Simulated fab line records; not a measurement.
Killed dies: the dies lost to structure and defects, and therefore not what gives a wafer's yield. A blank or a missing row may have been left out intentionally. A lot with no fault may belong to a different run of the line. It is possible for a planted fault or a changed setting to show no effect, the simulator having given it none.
A struck lot beside a sound one -- flow n5_finfet -- 16 steps out of a route of 1938
Sound: the wafers L422.4, L422.5, L422.6. Struck: wafer L431.2 (left out: L431.5, a lot-mate that was not struck); the cause follows at the end.
Order at every step that has rows: each side's tool, ch and its chambers, its first start. Under that, the readings that differ: sound wafers -- struck wafers -- difference of the means -- sigmas: that difference in standard deviations of wafers without a fault.
alike: readings whose means differ by less than 2 such deviations, and words and numbers that are the same on both sides. not compared: withheld readings, readings that some wafer has no value for, bounds like >300 that may hide the same value, and numbers for which the record gives no deviation and whose values overlap.
A row with sigmas, a row that says differs or no value, or rows on one side alone: a step with any of these is where the two part. Non-overlapping numbers with no deviation appear without sigmas and do not part them. A reading that every wafer of one side lacks parts them only if that side has two wafers or more.

first, 4 steps without rows for these wafers: N5_BEOL_M4_SOFTBAKE_23 (time 60 s); N5_BEOL_M4_EXPOSE_25 (exposes mask V3, defocus 5 nm); N5_BEOL_M4_PEB_26 (peb time 60 s); N5_BEOL_M4_DEVELOP_27 (develop time 30 s).
N5_BEOL_M4_CD_MEAS_28: target cd 26.2 nm, target cd y 24.1 nm.
  sound on cd_sem-01 ch 0, day 8 18:16; struck on cd_sem-03 ch 0, day 10 21:43
  alike: cd_nm
N5_BEOL_M4_OVL_MEAS_29:
  sound on overlay-02 ch 0, day 8 18:19; struck on overlay-02 ch 0, day 10 21:45
  alike: V3_OVL
N5_BEOL_M4_INSPECT_30: inspects for defects (brightfield).
  struck on defect_inspect-02, day 10 21:49; sound on defect_inspect-02, day 8 18:22
  alike: raw_defect_count
N5_BEOL_M4_DESCUM_33: chemistry O2, time 7 s.
  sound on rie_diel-02 ch 1,2,3, day 8 18:23; struck on rie_diel-02 ch 3, day 10 22:59
  alike: chamber_pressure_mTorr, drypump_motor_current_A, oes_product_au, rf_vpp_V, showerhead_plenum_p_Torr, throttle_valve_pct
  not compared: rf_hours_counter_h
N5_BEOL_M4_ETCH_77: etches underlayer in N2/H2, target depth 6.5 nm, time 5.2 s.
  sound on rie_diel-02 ch 1,2,3, day 8 18:25; struck on rie_diel-02 ch 3, day 10 23:01
  alike: chamber_pressure_mTorr, drypump_motor_current_A, etch_rf_on_time_s, h2_flow_sccm, oes_product_au, rf_vpp_V, showerhead_plenum_p_Torr, throttle_valve_pct
  not compared: rf_hours_counter_h
N5_BEOL_M4_ETCH_69: etches SiARC in CF4, target depth 15.6 nm, time 26 s.
  sound on rie_diel-02 ch 1,2,3, day 8 18:26; struck on rie_diel-02 ch 3, day 10 23:02
  alike: chamber_pressure_mTorr, drypump_motor_current_A, etch_rf_on_time_s, oes_product_au, rf_vpp_V, showerhead_plenum_p_Torr, throttle_valve_pct
  not compared: rf_hours_counter_h
N5_BEOL_M4_ALD_98: deposits SiO2, target thk 2.5 nm, pulse time 1 s, co reactant pulse time 1 s.
  sound on ald_sin-02 ch 1,2,3, day 8 19:04; struck on ald_sin-03 ch 0, day 10 23:07
  alike: heater_power_w, precursor_pulse_height_rel
N5_BEOL_M4_ETCHBACK_99: etches SiO2 in CHF3, target depth 5 nm, time 10.4 s.
  sound on rie_diel-02 ch 0,2,3, day 8 22:52; struck on rie_diel-02 ch 2, day 11 04:51
  alike: chamber_pressure_mTorr, drypump_motor_current_A, oes_product_au, rf_vpp_V, showerhead_plenum_p_Torr, throttle_valve_pct
  not compared: rf_hours_counter_h
N5_BEOL_M4_ETCH_70: etches SOC in N2/H2, target depth 80 nm, overetch 24 nm, time 130 s.
  sound on rie_diel-02 ch 0,2,3, day 8 22:54; struck on rie_diel-02 ch 2, day 11 04:53
reading,sound,struck,difference,sigmas
chamber_pressure_mTorr (mTorr),29.942 29.965 30.011,30.038,+0.065,+2
run_length_s (s),153.2 154.5 153.0,146.8,-6.8,-13
model.SiARC_of_BEOL_M4_COAT_68.thk_nm (nm),5.8 5.4 5.8,6.4,+0.7,
  alike: drypump_motor_current_A, h2_flow_sccm, oes_product_au, rf_vpp_V, showerhead_plenum_p_Torr, throttle_valve_pct
  not compared: rf_hours_counter_h
then, 1 step without rows for these wafers: N5_BEOL_M4_STRIP_71 (strips in N2/H2).
N5_BEOL_M4_RC_MEAS_101:
  sound on prober-01 ch 0, day 9 04:13; struck on prober-01 ch 0, day 11 09:07
  alike: DIBL_N, DIBL_P, IOFF_N, IOFF_P, ION_N, ION_P, SS_N, SS_P, VT_N, VT_P
-- a jump in the record: the struck wafers' starts before and after are 4 days apart (it breaks off in module BEOL_M4 and resumes in module PASSIVATION, where the first step shown is number 1936 of the route) --
N5_PASSIVATION_PROBE_49:
  struck on prober-02, day 15 15:28; sound on prober-02, day 13 09:41
  alike: defect_limited_yield, killed_at_M0_to_M3, killed_at_M4_up, killed_at_contacts, killed_at_front_end, killed_at_other, killed_dies, killed_open, killed_short, sort_bin_5_function, sort_bin_6_memory, sort_bin_8_speed, sort_n_pass, sort_yield_pct

WHERE THEY PART
N5_BEOL_M4_ETCH_70 only, going by this record. Later steps at which nothing parts them and some readings are alike: N5_BEOL_M4_RC_MEAS_101, N5_PASSIVATION_PROBE_49.

WHY: whatever the simulator had introduced
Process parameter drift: rie_diel-02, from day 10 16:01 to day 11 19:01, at N5_BEOL_M4_ETCH_70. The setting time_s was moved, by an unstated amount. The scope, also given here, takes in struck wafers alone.
